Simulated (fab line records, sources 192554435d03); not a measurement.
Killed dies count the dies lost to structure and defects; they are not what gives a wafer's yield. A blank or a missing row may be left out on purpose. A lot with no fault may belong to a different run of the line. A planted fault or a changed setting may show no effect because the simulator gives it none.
Split-lot trial | flow n5 finfet | route with 1938 steps; 7 lots, 21 wafers read

## THE SPLIT ITSELF
At N5_BEOL_M14_DEP_53 (deposits SiCN from 3MS/NH3, target thk 50 nm, time 17.8 s), the setting time s was moved away from the recipe's 17.8 s on 8 of the 21 wafers read, by -13.2% to +12.0%. The other wafers ran this setting at the recipe's value.

The reading is taken at the split's own step.

## THE READING
SiCN_of_BEOL_M14_DEP_53.thk nm (the simulator's own value, which no gauge read), in nm, at N5_BEOL_M14_DEP_53 (deposits SiCN from 3MS/NH3, target thk 50 nm, time 17.8 s). There is no usual value for it anywhere in the file. The 13 wafers here that ran the recipe average 49.9 nm, standard deviation 0.66 nm.

wafer  | tool, chamber at the split | time s as run, s | against the recipe | SiCN_of_BEOL_M14_DEP_53.thk nm, nm | against lot-mates on the recipe
L075.1 | pecvd-03, 2                | 15.48            | -13.0%             | 43.8                               | -6.2
L075.2 | pecvd-03, 0                | 15.48            | -13.0%             | 43                                 | -7.0
L075.4 | pecvd-03, 0                | 17.8             | recipe             | 50                                 | -
L078.2 | pecvd-03, 1                | 17.8             | recipe             | 49.6                               | -
L078.5 | pecvd-03, 1                | 17.8             | recipe             | 50.4                               | -
L078.6 | pecvd-03, 2                | 17.8             | recipe             | 51                                 | -
L080.2 | pecvd-04, 1                | 17.8             | recipe             | 48.6                               | -
L080.3 | pecvd-04, 2                | 17.8             | recipe             | 48.8                               | -
L080.5 | pecvd-04, 1                | 18.89            | +6.1%              | 52.6                               | +3.9
L079.1 | pecvd-02, 0                | 15.59            | -12.4%             | 44.4                               | -6.4
L079.3 | pecvd-02, 2                | 15.59            | -12.4%             | 43.8                               | -7.0
L079.4 | pecvd-02, 1                | 17.8             | recipe             | 50.8                               | -
L082.3 | pecvd-04, 0,1              | 17.8             | recipe             | 49.8                               | -
L082.5 | pecvd-04, 0,1              | 17.8             | recipe             | 49.8                               | -
L082.4 | pecvd-04, 2                | 17.8             | recipe             | 50.2                               | -
L088.1 | pecvd-03, 0                | 17.8             | recipe             | 50.2                               | -
L088.5 | pecvd-03, 0                | 15.45            | -13.2%             | 44.4                               | -5.8
L088.6 | pecvd-03, 1                | 15.45            | -13.2%             | 43.8                               | -6.4
L089.1 | pecvd-02, 2                | 17.8             | recipe             | 49.6                               | -
L089.6 | pecvd-02, 2                | 17.8             | recipe             | 49.6                               | -
L089.4 | pecvd-02, 1                | 19.94            | +12.0%             | 57                                 | +7.4
When a row names more than one chamber, that row covers several wafers, and the file does not tell which wafer ran in which chamber.

FIT RESULTS
A straight line over all 21 wafers: SiCN_of_BEOL_M14_DEP_53.thk nm changes by +0.487 nm for each +1% of time s; r = +0.98; the points scatter about the line by 0.68 nm.
The same after taking each lot's own level away (the mean of its wafers on the recipe; 21 wafers): +0.528 nm for each +1%; r = +0.99; scatter 0.48 nm.
According to that fit, moving time s by its largest amount changes the reading by 7 nm.
Across the lots, their own levels run from 48.70 to 50.80 nm, a range of 3.2 times the standard deviation given above.
Consequently the slope shifts little with the lot-to-lot level, the two slopes agreeing.
Check: -6.98 nm against its lot-mates is what the line predicts for one of the wafers moved furthest among these (-13.2%) when that wafer is left out of the fit. Against them it came out at -5.8 nm.

## OTHER SPLITS ON THESE WAFERS
Before the reading, these wafers also passed through other splits. Each is held against what the fit with the lots' levels taken away leaves over:
other split on the same wafers | wafers away from the commonest value | r with SiCN_of_BEOL_M14_DEP_53.thk nm (lot level and that fit taken away)
N5_BEOL_M11_PECVD_70 temp c    | 9                                    | -0.12
N5_BEOL_M12_ETCH_59 bias w     | 6                                    | -0.01
N5_BEOL_M13_COAT_58 spin rpm   | 6                                    | -0.25
N5_BEOL_M13_COAT_04 spin rpm   | 8                                    | +0.14
N5_BEOL_M14_COAT_58 spin rpm   | 3                                    | -0.39

## THE FILE'S OWN FIT
SiCN_of_BEOL_M14_DEP_53.thk nm changes by +0.533 nm for each +1% of time s, r = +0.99.
